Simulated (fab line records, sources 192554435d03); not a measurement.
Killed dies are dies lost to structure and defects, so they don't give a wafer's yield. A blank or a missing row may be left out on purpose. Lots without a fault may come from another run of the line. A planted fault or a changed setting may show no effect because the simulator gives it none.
Chamber matching | flow n5_finfet | N5_DUMMY_GATE_ETCH_32 on rie_si-02: 4 sister chambers
The step etches SiO2 in CF4, target depth 3.5 nm, time 3.9 s. 16 wafers are shown with their chamber, then 8 later ones without.

WAFERS WITH THEIR CHAMBER
wafer  | chamber | throttle_valve_pct (%) | drypump_motor_current_A (A) | oes_product_au (a.u.)
L074.1 | 3       | 21.90                  | 6.5                         | 0.992
L074.3 | 0       | 21.95                  | 6.3                         | 1.016
L074.6 | 0       | 21.95                  | 6.3                         | 1.014
L075.1 | 3       | 21.86                  | 6.5                         | 0.994
L075.4 | 1       | 21.62                  | 6.2                         | 0.956
L075.5 | 2       | 21.44                  | 6.0                         | 0.996
L076.2 | 3       | 21.89                  | 6.5                         | 0.989
L076.3 | 1       | 21.63                  | 6.1                         | 0.963
L076.6 | 2       | 21.46                  | 5.9                         | 0.991
L080.2 | 2       | 21.45                  | 5.9                         | 1.004
L080.3 | 0       | 21.93                  | 6.4                         | 1.019
L080.4 | 3       | 21.89                  | 6.5                         | 0.999
L083.3 | 3       | 21.88                  | 6.5                         | 0.996
L083.4 | 1       | 21.63                  | 6.2                         | 0.958
L083.5 | 2       | 21.46                  | 5.9                         | 1.008
L087.2 | 0       | 21.94                  | 6.4                         | 1.018

SIGNATURES (means of the wafers above)
reading                 | chamber 0 | chamber 1 | chamber 2 | chamber 3 | scatter within a chamber
throttle_valve_pct      | 21.9425   | 21.6267   | 21.4525   | 21.8840   | 0.0113
drypump_motor_current_A | 6.350     | 6.167     | 5.925     | 6.500     | 0.0449
oes_product_au          | 1.01675   | 0.95900   | 0.99975   | 0.99400   | 0.00479
Rule: a wafer's distance from a chamber is the root of the sum, over the readings, of the square of ((its reading less the chamber's mean) divided by the reading's scatter). The wafer belongs to the nearest chamber; if the next one is less than 2 further off, it can't be placed. The scatter: the root of (the sum of the squares of (reading less its chamber's mean) over the shown wafers, divided by (wafers less chambers)).

WAFERS WITHOUT THEIR CHAMBER
wafer  | throttle_valve_pct (%) | drypump_motor_current_A (A) | oes_product_au (a.u.)
L087.4 | 21.88                  | 6.4                         | 1.001
L087.6 | 21.87                  | 6.5                         | 0.998
L089.2 | 21.94                  | 6.4                         | 1.008
L089.4 | 21.89                  | 6.5                         | 1.002
L089.6 | 21.88                  | 6.5                         | 1.009
L094.1 | 21.88                  | 6.5                         | 1.007
L094.3 | 21.62                  | 6.2                         | 0.954
L094.6 | 21.88                  | 6.5                         | 0.999

WHICH CHAMBER EACH WENT THROUGH
wafer  | from the rows above | in truth
L087.4 | 3                   | 3
L087.6 | 3                   | 3
L089.2 | 0                   | 0
L089.4 | 3                   | 3
L089.6 | 3                   | 3
L094.1 | 3                   | 3
L094.3 | 1                   | 1
L094.6 | 3                   | 3
Placed correctly: 8 of 8. Can't be placed from these rows: 0. Placed wrongly: 0.
